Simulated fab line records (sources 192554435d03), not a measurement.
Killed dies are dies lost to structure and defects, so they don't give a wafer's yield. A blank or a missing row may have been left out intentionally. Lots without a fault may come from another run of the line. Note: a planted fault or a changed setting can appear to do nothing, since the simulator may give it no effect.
Chamber matching	flow n5 finfet	N5_BEOL_M1_ALD_84 on ald metal-02: 4 sister chambers
The step deposits TaN, pulse time 2 s, purge time 3 s, co reactant purge time 2 s. 4 wafers are shown with their chamber, then 11 later ones without.

== WAFERS WITH THEIR CHAMBER ==
wafer	chamber	heater power w (W)
L080.2	1	381
L086.1	3	504
L086.3	2	424
L092.3	0	439

== WAFERS WITH NO CHAMBER GIVEN ==
wafer	heater power w (W)
L092.4	501
L092.6	446
L093.3	432
L093.4	374
L093.6	371
L096.1	373
L096.5	446
L096.6	496
L097.1	435
L097.2	430
L097.3	373

== CHAMBER TAKEN BY EACH ==
wafer	from the rows above	in truth
L092.4	3	3
L092.6	0	0
L093.3	can't be placed: 0 or 2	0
L093.4	1	1
L093.6	1	1
L096.1	1	1
L096.5	0	0
L096.6	3	3
L097.1	can't be placed: 0 or 2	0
L097.2	can't be placed: 2 or 0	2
L097.3	1	1
Correct placement for 8 of the 11. These rows do not allow placing 3 (true chamber among the candidates in 3). Placed wrongly: 0.
How it was worked out, from the rows above alone: a wafer's distance from a chamber is the root of the sum, over the readings, of the square of ((its reading less the chamber's mean) divided by the reading's scatter). The wafer belongs to the nearest chamber; if the next one is less than 2 further off, it can't be placed. The mean given for a chamber averages the wafers shown for that chamber. The scatter: root of mean squared gap, hidden wafer to nearest shown wafer, with one shown wafer a chamber.
